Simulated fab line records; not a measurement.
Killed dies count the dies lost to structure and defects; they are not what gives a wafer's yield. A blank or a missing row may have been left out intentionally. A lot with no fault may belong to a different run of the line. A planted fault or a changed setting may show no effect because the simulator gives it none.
Matching of chambers ; flow nand-harc ; pecvd-03 running NHARC_P_M2_DEP_33: 3 sister chambers
The step deposits SiCN, target thk 30 nm. 3 wafers are shown with their chamber, then 8 later ones without.

WAFERS PAIRED WITH THEIR CHAMBERS
wafer;chamber;heater-power-w (W)
L093.1;2;577
L093.3;1;534
L093.2;0;481

WAFERS WITHOUT THEIR CHAMBER
wafer;heater-power-w (W)
L093.4;534
L093.6;587
L095.1;509
L095.4;486
L095.6;498
L096.1;666
L096.5;549
L096.6;487

THE CHAMBER EACH PASSED THROUGH
wafer;from the rows above;in truth
L093.4;can't be placed: 1 or 2 or 0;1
L093.6;can't be placed: 2 or 1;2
L095.1;can't be placed: 1 or 0 or 2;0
L095.4;can't be placed: 0 or 1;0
L095.6;can't be placed: 0 or 1 or 2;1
L096.1;can't be placed: 2 or 1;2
L096.5;can't be placed: 1 or 2 or 0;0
L096.6;can't be placed: 0 or 1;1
Correct placement for 0 of the 8. Unplaceable from these rows: 8, with the true chamber sitting among the candidates in 8. Wrongly placed: 0.
How it was worked out, from the rows above alone: a wafer's distance from a chamber is the root of the sum, over the readings, of the square of ((its reading less the chamber's mean) divided by the reading's scatter). The wafer belongs to the nearest chamber; if the next one is less than 2 further off, it can't be placed. For every chamber, the mean is computed from those of its wafers that are shown. The scatter: with one shown wafer a chamber, the root of the mean of the squares of how far each hidden wafer lies from its nearest shown one.
